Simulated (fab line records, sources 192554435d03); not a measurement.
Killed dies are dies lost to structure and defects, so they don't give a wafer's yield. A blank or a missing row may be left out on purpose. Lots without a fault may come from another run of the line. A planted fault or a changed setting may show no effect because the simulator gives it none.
Chamber matching | flow n5_finfet | N5_MOL_CONTACT_COAG_ETCH_106 on rie_diel-04: 4 sister chambers
The step etches SOC in N2/H2, target depth 80 nm, overetch 16 nm, time 120 s. 7 wafers are shown with their chamber, then 8 later ones without.

WAFERS WITH THEIR CHAMBER
wafer  | chamber | drypump_motor_current_A (A) | showerhead_plenum_p_Torr (Torr)
L077.3 | 0       | 5.42                        | 2.52
L077.6 | 2       | 5.47                        | 2.43
L081.3 | 3       | 6.04                        | 2.72
L086.2 | 3       | 6.04                        | 2.71
L086.3 | 2       | 5.46                        | 2.42
L086.4 | 1       | 6.04                        | 2.60
L088.2 | 1       | 6.05                        | 2.60

WAFERS WITHOUT THEIR CHAMBER
wafer  | drypump_motor_current_A (A) | showerhead_plenum_p_Torr (Torr)
L088.5 | 6.03                        | 2.71
L088.6 | 5.47                        | 2.42
L096.3 | 6.03                        | 2.70
L096.5 | 6.03                        | 2.70
L096.6 | 5.45                        | 2.41
L097.1 | 6.06                        | 2.59
L097.5 | 6.02                        | 2.70
L097.6 | 5.43                        | 2.41

WHICH CHAMBER EACH WENT THROUGH
wafer  | from the rows above | in truth
L088.5 | 3                   | 3
L088.6 | 2                   | 2
L096.3 | 3                   | 3
L096.5 | 3                   | 3
L096.6 | 2                   | 2
L097.1 | 1                   | 1
L097.5 | 3                   | 3
L097.6 | 2                   | 2
Placed correctly: 8 of 8. Can't be placed from these rows: 0. Placed wrongly: 0.
How it was worked out, from the rows above alone: a wafer's distance from a chamber is the root of the sum, over the readings, of the square of ((its reading less the chamber's mean) divided by the reading's scatter). The wafer belongs to the nearest chamber; if the next one is less than 2 further off, it can't be placed. A chamber's mean is the mean of its shown wafers. The scatter: the root of (the sum of the squares of (reading less its chamber's mean) over the shown wafers, divided by (wafers less chambers)).
